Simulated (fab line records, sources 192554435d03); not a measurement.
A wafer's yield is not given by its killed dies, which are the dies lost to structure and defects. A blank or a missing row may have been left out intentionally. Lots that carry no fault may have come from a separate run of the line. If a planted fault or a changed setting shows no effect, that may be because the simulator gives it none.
2 desks, one fault :: flow n5 finfet :: each desk has only its own numbers; what lay behind them comes last

## METROLOGY DESK
Lot by lot, what the gauges showed, no matter which tool ran the lot: averages of those sampled wafers that carry a number. If a lot's mean is further than 4 standard deviations from the usual mean, the lot is out of limits and carries the mark OUT (the distance appears in the brackets). It has 10 readings; the 7 that lie furthest out on some lot are the ones shown.
Columns: A = DIBL_P at N5_BEOL_M4_RC_MEAS_101, usual 36.0 mV/V; B = IOFF_N at N5_BEOL_M4_RC_MEAS_101, usual 0.16 nA/um; C = IOFF_P at N5_BEOL_M4_RC_MEAS_101, usual 0.21 nA/um; D = SS_N at N5_BEOL_M4_RC_MEAS_101, usual 71.5 mV/dec; E = SS_P at N5_BEOL_M4_RC_MEAS_101, usual 73.3 mV/dec; F = VT_N at N5_BEOL_M4_RC_MEAS_101, usual 250 mV; G = VT_P at N5_BEOL_M4_RC_MEAS_101, usual -250 mV
lot: L829
first seen here: day 8 05:31
A: 35.5
B: 0.14
C: 0.21
D: 71.1
E: 72.7
F: 251
G: -249

lot: L831
first seen here: day 8 15:01
A: 38.2
B: 0.17
C: 0.23
D: 71.1
E: 74.3
F: 247
G: -250

lot: L836
first seen here: day 9 10:14
A: 33.6
B: 0.12
C: 0.19
D: 71.4
E: 72.3
F: 255
G: -250

lot: L838
first seen here: day 9 22:16
A: 34.3
B: 0.13
C: 0.18
D: 71.3
E: 72.9
F: 254
G: -252

lot: L842
first seen here: day 12 21:15
A: 34.9
B: 0.16
C: 0.20
D: 72.3
E: 73.1
F: 250
G: -249

lot: L839
first seen here: day 13 07:37
A: 36.7
B: 0.18
C: 0.25
D: 71.8
E: 73.6
F: 249
G: -249

lot: L850
first seen here: day 14 12:35
A: 35.7
B: 0.14
C: 0.21
D: 72.0
E: 72.6
F: 252
G: -249

lot: L840
first seen here: day 14 14:58
A: 35.5
B: 0.17
C: 0.23
D: 71.5
E: 73.0
F: 247
G: -247

lot: L851
first seen here: day 15 04:40
A: 36.9
B: 0.15
C: 0.21
D: 71.1
E: 73.5
F: 251
G: -249
This desk's finding: nothing out of limits on any of the 9 lots.

## AT THE TOOL OWNER'S DESK: rie metal-02
The tool's own readings at N5_GATE_CUT_ETCH_56 (etches TiN in Cl2/Ar, target depth 21.6 nm): means of the sampled wafers that have a number, for each lot that ran on this tool. If a lot's mean is further than 4 standard deviations from the usual mean, the lot is out of limits and carries the mark OUT (the distance appears in the brackets).
Columns: A = drypump motor current A at N5_GATE_CUT_ETCH_56, usual 5.8 A; B = oes product au at N5_GATE_CUT_ETCH_56, usual 0.79 a.u.; C = rf fwd power W at N5_GATE_CUT_ETCH_56, usual 596.3 W; D = throttle valve pct at N5_GATE_CUT_ETCH_56, usual 20.74 %
lot: L831
first seen here: day 5 05:07
A: 5.8
B: 0.86
C: 595.6
D: 20.45

lot: L836
first seen here: day 6 07:14
A: 5.8
B: 0.85
C: 594.4
D: 20.44

lot: L839
first seen here: day 7 06:39
A: 5.8
B: 0.80
C: 547.8 (-23) OUT
D: 20.47

lot: L842
first seen here: day 8 01:22
A: 5.7
B: 0.78
C: 499.8 (-46) OUT
D: 20.61
This desk finds L839, L842 out of limits, L839 being first, at day 7 06:39 (rf fwd power W at N5_GATE_CUT_ETCH_56). In limits: L831, L836.

## PUT TOGETHER
The tool owner's desk could have raised an alarm at day 7 06:39, on L839, L842.
Metrology desk: nothing out of limits seen.
The metrology desk holds a record of L839, L842, inside its limits.
On rie metal-02, each named lot ran N5_GATE_CUT_ETCH_56.

## WHAT THE SIMULATOR HAD PUT IN
rie metal-02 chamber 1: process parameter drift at N5_GATE_CUT_ETCH_56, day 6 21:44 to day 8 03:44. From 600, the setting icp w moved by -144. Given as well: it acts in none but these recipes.
Struck lots among those shown: L839, L842.
Delay in hours, fault start to first out-of-limits reading, by desk: the tool owner's desk at 9.
